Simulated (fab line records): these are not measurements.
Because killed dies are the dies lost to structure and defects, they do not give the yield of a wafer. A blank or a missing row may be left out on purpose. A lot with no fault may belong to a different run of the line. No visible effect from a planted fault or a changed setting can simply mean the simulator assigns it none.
Comparing a struck lot with a sound one -- flow nand-harc -- 15 out of 1302 route steps
Sound: these wafers, L125.2, L125.3, L125.6. Struck: wafer L116.1. At the end, the cause is stated.
At each step with rows: each side's tool, then ch and its chambers, then its first start. Under that, the readings that differ: sound wafers -- struck wafers -- difference of the means -- sigmas: that difference in standard deviations of wafers without a fault.
alike: readings whose means differ by less than 2 such deviations, and words and numbers that are the same on both sides. not compared: withheld readings, readings that some wafer has no value for, bounds like >300 that may hide the same value, and numbers for which the record gives no deviation and whose values overlap.
Wherever a step has rows on one side only, a row that says differs or no value, or a row with sigmas, the two part there. Numbers that have no deviation but don't overlap get no sigmas and don't part them. A reading missing from all wafers of one side parts the sides only when that side holds two or more wafers.

NHARC_A_DECK1_JOINT_INSPECT_05:
  sound on defect-inspect-01 at day 19 17:36; struck on defect-inspect-01 at day 15 17:34
  alike: raw-defect-count
following that, 1 step holds no rows for these wafers, namely NHARC_A_ONON_D2_DEP_00 (target thickness 1000 nm).
NHARC_A_ONON_D2_THK_MEAS_02: measures by ellipsometry.
  sound on film-metro-01 at day 19 18:11; struck on film-metro-01 at day 15 18:09
  alike: thk-nm
following that, 1 step holds no rows for these wafers, namely NHARC_A_ONON_D2_DEP_03 (target thickness 1000 nm).
NHARC_A_ONON_D2_THK_MEAS_05: measures by ellipsometry.
  sound on film-metro-01 at day 19 18:46; struck on film-metro-02 at day 15 18:43
  alike: thk-nm
following that, 1 step holds no rows for these wafers, namely NHARC_A_ONON_D2_DEP_06 (target thickness 1000 nm).
NHARC_A_ONON_D2_THK_MEAS_08: measures by ellipsometry.
  sound on film-metro-02 at day 19 19:19; struck on film-metro-02 at day 15 19:17
reading,sound,struck,difference,sigmas
thk-nm (nm),1020 1019 1019,992,-27,-2
following that, 1 step holds no rows for these wafers, namely NHARC_A_ONON_D2_DEP_09 (target thickness 1000 nm).
NHARC_A_ONON_D2_THK_MEAS_11: measures by ellipsometry.
  sound on film-metro-02 at day 19 19:53; struck on film-metro-02 at day 15 19:51
  alike: thk-nm
following that, 1 step holds no rows for these wafers, namely NHARC_A_ONON_D2_DEP_12 (target thickness 1000 nm).
NHARC_A_ONON_D2_THK_MEAS_14: measures by ellipsometry.
  sound on film-metro-02 at day 19 20:26; struck on film-metro-02 at day 15 20:25
  alike: thk-nm
then, 1 step without rows for these wafers: NHARC_A_ONON_D2_ANNEAL_15 (time 3600 s).
NHARC_A_ONON_D2_DEP_16: target thk 1000 nm.
  sound on pecvd-onon-02 ch 0, day 20 05:48; struck on pecvd-onon-03 ch 0, day 16 03:28
NHARC_A_ONON_D2_THK_MEAS_18: measures by ellipsometry.
  sound on film-metro-01 at day 20 06:15; struck on film-metro-01 at day 16 04:09
reading,sound,struck,difference,sigmas
thk-nm (nm),1001 998 1000,1291,+291,+36
  not compared: hold
-- jump in the record: it breaks off in module A_ONON_D2 and resumes in module END (first step shown: number 1302 of the route), and 12 days separate the struck wafers' starts before and after --
NHARC_END_SORT_01:
  sound on prober-01 ch 0, day 31 19:25; struck on prober-01 ch 0, day 27 18:44
reading,sound,struck,difference,sigmas
hold,- - -,await-dispo/1.9h/release,no value on the sound wafers,
killed-at-array,57 54 53,674,+619,+24
killed-at-periphery,8 12 10,3,-7,-3
killed-dies,65 66 63,677,+612,+24
killed-short,1 0 0,6,+6,+4
  alike: killed-at-other, killed-open

## WHERE THEY PART
Earliest at NHARC_A_ONON_D2_THK_MEAS_08; latest, in this record, at NHARC_END_SORT_01.

WHY: what the simulator had put in
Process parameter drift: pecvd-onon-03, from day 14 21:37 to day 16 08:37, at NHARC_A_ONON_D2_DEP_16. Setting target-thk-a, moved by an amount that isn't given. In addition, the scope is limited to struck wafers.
